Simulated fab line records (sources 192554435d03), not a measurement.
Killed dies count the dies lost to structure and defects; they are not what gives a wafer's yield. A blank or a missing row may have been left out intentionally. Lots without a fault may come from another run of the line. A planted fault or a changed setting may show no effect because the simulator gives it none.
What tool caused it? | flow n5 finfet | 33 wafers from 11 lots sampled at 5 of the route's 1938 steps

WHAT THE GAUGES SHOWED, per wafer
N5_BEOL_M15_CD_MEAS_10: the cd target is 360 nm.
lot  | measured     | on        | cd nm (nm)
L688 | day 11 02:31 | cd sem-01 | 362.3 361.8 361.1
L689 | day 11 16:31 | cd sem-03 | 362.3 361.0 362.5
L692 | day 11 22:35 | cd sem-01 | 361.3 361.1 361.6
L697 | day 13 08:37 | cd sem-03 | 361.4 361.4 362.3
L699 | day 14 02:29 | cd sem-02 | 360.7 361.8 361.0
L702 | day 14 13:37 | cd sem-01 | 360.7 360.9 360.9
L700 | day 14 16:52 | cd sem-02 | 358.9 358.1 359.6
L705 | day 15 11:46 | cd sem-02 | 360.7 361.6 360.7
L707 | day 16 00:27 | cd sem-01 | 361.2 359.7 359.6
L706 | day 16 00:57 | cd sem-03 | 359.7 360.6 359.1
L711 | day 17 05:23 | cd sem-01 | 358.1 358.7 359.3

N5_BEOL_M15_OVL_MEAS_11.
lot  | measured     | on         | V14_OVL (nm)
L688 | day 11 02:32 | overlay-01 | 1 1 7
L689 | day 11 16:33 | overlay-01 | -5 -7 -3
L692 | day 11 22:38 | overlay-02 | -14 -7 -7
L697 | day 13 08:38 | overlay-02 | 2 -7 7
L699 | day 14 02:31 | overlay-01 | -11 -2 -2
L702 | day 14 13:39 | overlay-01 | -13 -3 2
L700 | day 14 16:53 | overlay-02 | -7 -12 -4
L705 | day 15 11:47 | overlay-02 | 0 -5 -2
L707 | day 16 00:29 | overlay-02 | 0 -5 -4
L706 | day 16 00:59 | overlay-01 | 6 5 10
L711 | day 17 05:25 | overlay-01 | 3 9 -2

N5_BEOL_M15_INSPECT_30: inspects for defects (macro).
lot  | measured     | on                | raw defect count
L688 | day 11 04:26 | defect inspect-01 | 3 2 1
L689 | day 11 18:02 | defect inspect-02 | 4 0 2
L692 | day 12 00:36 | defect inspect-02 | 3 0 2
L697 | day 13 10:10 | defect inspect-01 | 2 0 2
L699 | day 14 04:08 | defect inspect-02 | 2 4 0
L702 | day 14 15:08 | defect inspect-02 | 1 0 1
L700 | day 14 18:31 | defect inspect-01 | 1 5 0
L705 | day 15 13:42 | defect inspect-02 | >300 3 2
L707 | day 16 02:19 | defect inspect-02 | 4 1 >300
L706 | day 16 02:31 | defect inspect-01 | 2 5 1
L711 | day 17 07:01 | defect inspect-02 | 5 1 0

WHICH TOOL RAN EACH LOT (tool, then ch and the chambers of the sampled wafers, then the start)
lot  | N5_BEOL_M15_STRIP_63                          | N5_BEOL_M15_STRIP_65
L688 | rie diel-05 ch 0,1,2, day 11 03:07 or earlier | wet bench-04 ch 0,4,6, day 11 03:07
L689 | rie diel-06 ch 0,1,3, day 11 17:02 or earlier | wet bench-04 ch 2,3,4, day 11 17:02
L692 | rie diel-05 ch 1,2, day 11 23:22 or earlier   | wet bench-04 ch 0,1,2, day 11 23:22
L697 | rie diel-06 ch 0,2, day 13 09:10 or earlier   | wet bench-01 ch 0,1,2, day 13 09:10
L699 | rie diel-05 ch 1,2,3, day 14 03:01 or earlier | wet bench-01 ch 1,2,4, day 14 03:01
L702 | rie diel-03 ch 0,1,2, day 14 14:09 or earlier | wet bench-03 ch 0,4,7, day 14 14:09
L700 | rie diel-05 ch 0,1,2, day 14 17:28 or earlier | wet bench-03 ch 2,6,7, day 14 17:28
L705 | rie diel-05 ch 0,1,2, day 15 12:17 or earlier | wet bench-03 ch 0,1,7, day 15 12:17
L707 | rie diel-03 ch 1,2,3, day 16 00:59 or earlier | wet bench-03 ch 0,6,7, day 16 00:59
L706 | rie diel-06 ch 0,3, day 16 01:31 or earlier   | wet bench-01 ch 0,4,7, day 16 01:31
L711 | rie diel-06 ch 0,3, day 17 05:55 or earlier   | wet bench-01 ch 2,5,6, day 17 05:55
- N5_BEOL_M15_STRIP_63: strips in O2.
- N5_BEOL_M15_STRIP_65: strips in post etch residue remover, time 60 s.

AS READ BY THE TOOLS THEMSELVES (means over the sampled wafers that have a number; for cases with no such wafer, the mark the record gives instead)
N5_BEOL_M15_STRIP_63.
lot  | tool        | drypump motor current A (A) | oes product au (a.u.) | rf vpp V (V) | showerhead plenum p Torr (Torr) | throttle valve pct (%)
L688 | rie diel-05 | 5.6                         | 0.89                  | 3.3          | 2.12                            | 16.55
L689 | rie diel-06 | 5.9                         | 0.81                  | 3.8          | 2.08                            | 16.70
L692 | rie diel-05 | 5.9                         | 0.94                  | 3.3          | 2.12                            | 16.62
L697 | rie diel-06 | 5.6                         | 0.73                  | 3.9          | 2.00                            | 17.01
L699 | rie diel-05 | 5.7                         | 0.83                  | 3.1          | 2.15                            | 16.68
L702 | rie diel-03 | 5.1                         | 0.73                  | 3.8          | 2.11                            | 16.58
L700 | rie diel-05 | 5.6                         | 0.84                  | 3.5          | 2.11                            | 16.61
L705 | rie diel-05 | 5.6                         | 0.83                  | 3.5          | 2.11                            | 16.62
L707 | rie diel-03 | 5.0                         | 0.87                  | 3.2          | 2.09                            | 16.38
L706 | rie diel-06 | 5.9                         | 0.75                  | 4.1          | 2.03                            | 16.83
L711 | rie diel-06 | 6.4                         | 0.76                  | 3.3          | 2.07                            | 16.69

THE ANSWER, worked out from the rows above alone
Rule: what is usual is taken from the lots themselves. Put in order of their means at a reading, lots are off if they are a third of the lots or fewer, leave a main group of 4 or more, and stand apart from it by a gap of 3 or more times the standard deviation of the main group's means; of several such gaps the widest counts. A main group whose means are all the same, to the digits that the tables above print for the reading, isn't used. Also off: a lot with no number at a reading for which 4 or more lots have one. The other lots that the step has rows for count as sound. The gauges are gone through in route order, then the tools' own readings, and for those a lot's mean is taken as printed above. The first step at which some lot is off is used, and at that step the reading that is off furthest; a lot without a number counts as furthest.
Across all readings shown, no lot is off: no conclusion can be drawn from this.

WHAT THE SIMULATOR PUT IN
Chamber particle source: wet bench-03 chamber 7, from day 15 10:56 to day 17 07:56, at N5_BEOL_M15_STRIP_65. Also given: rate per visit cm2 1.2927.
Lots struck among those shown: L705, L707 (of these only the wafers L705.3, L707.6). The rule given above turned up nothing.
